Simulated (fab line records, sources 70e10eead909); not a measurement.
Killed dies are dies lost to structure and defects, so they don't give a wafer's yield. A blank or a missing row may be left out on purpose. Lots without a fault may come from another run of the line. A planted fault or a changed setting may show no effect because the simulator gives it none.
Chamber matching | flow nand_harc | NHARC_A_STAIRCASE_DEP_325 on pecvd-01: 3 sister chambers
The step deposits SiO2, target thk 3800 nm. 6 wafers are shown with their chamber, then 7 later ones without.

WAFERS WITH THEIR CHAMBER
wafer  | chamber | heater_power_w (W) | susceptor_temp_C (C)
L080.3 | 0       | 879                | 400.20
L080.5 | 2       | 577                | 399.90
L086.5 | 0       | 698                | 400.17
L086.6 | 1       | 560                | 399.98
L087.1 | 1       | 614                | 399.88
L087.2 | 2       | 588                | 399.70

WAFERS WITHOUT THEIR CHAMBER
wafer  | heater_power_w (W) | susceptor_temp_C (C)
L087.6 | 591                | 400.07
L093.3 | 591                | 399.80
L093.4 | 571                | 399.96
L093.5 | 711                | 399.59
L096.1 | 654                | 400.33
L096.3 | 576                | 399.71
L096.4 | 579                | 399.97

WHICH CHAMBER EACH WENT THROUGH
wafer  | from the rows above          | in truth
L087.6 | can't be placed: 1 or 0 or 2 | 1
L093.3 | can't be placed: 2 or 1      | 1
L093.4 | can't be placed: 1 or 2      | 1
L093.5 | can't be placed: 2 or 1      | 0
L096.1 | 0                            | 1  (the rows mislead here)
L096.3 | can't be placed: 2 or 1      | 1
L096.4 | can't be placed: 1 or 2      | 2
Placed correctly: 0 of 7. Can't be placed from these rows: 6 (the true chamber is among the candidates in 5). Placed wrongly: 1.
How it was worked out, from the rows above alone: a wafer's distance from a chamber is the root of the sum, over the readings, of the square of ((its reading less the chamber's mean) divided by the reading's scatter). The wafer belongs to the nearest chamber; if the next one is less than 2 further off, it can't be placed. A chamber's mean is the mean of its shown wafers. The scatter: the root of (the sum of the squares of (reading less its chamber's mean) over the shown wafers, divided by (wafers less chambers)).
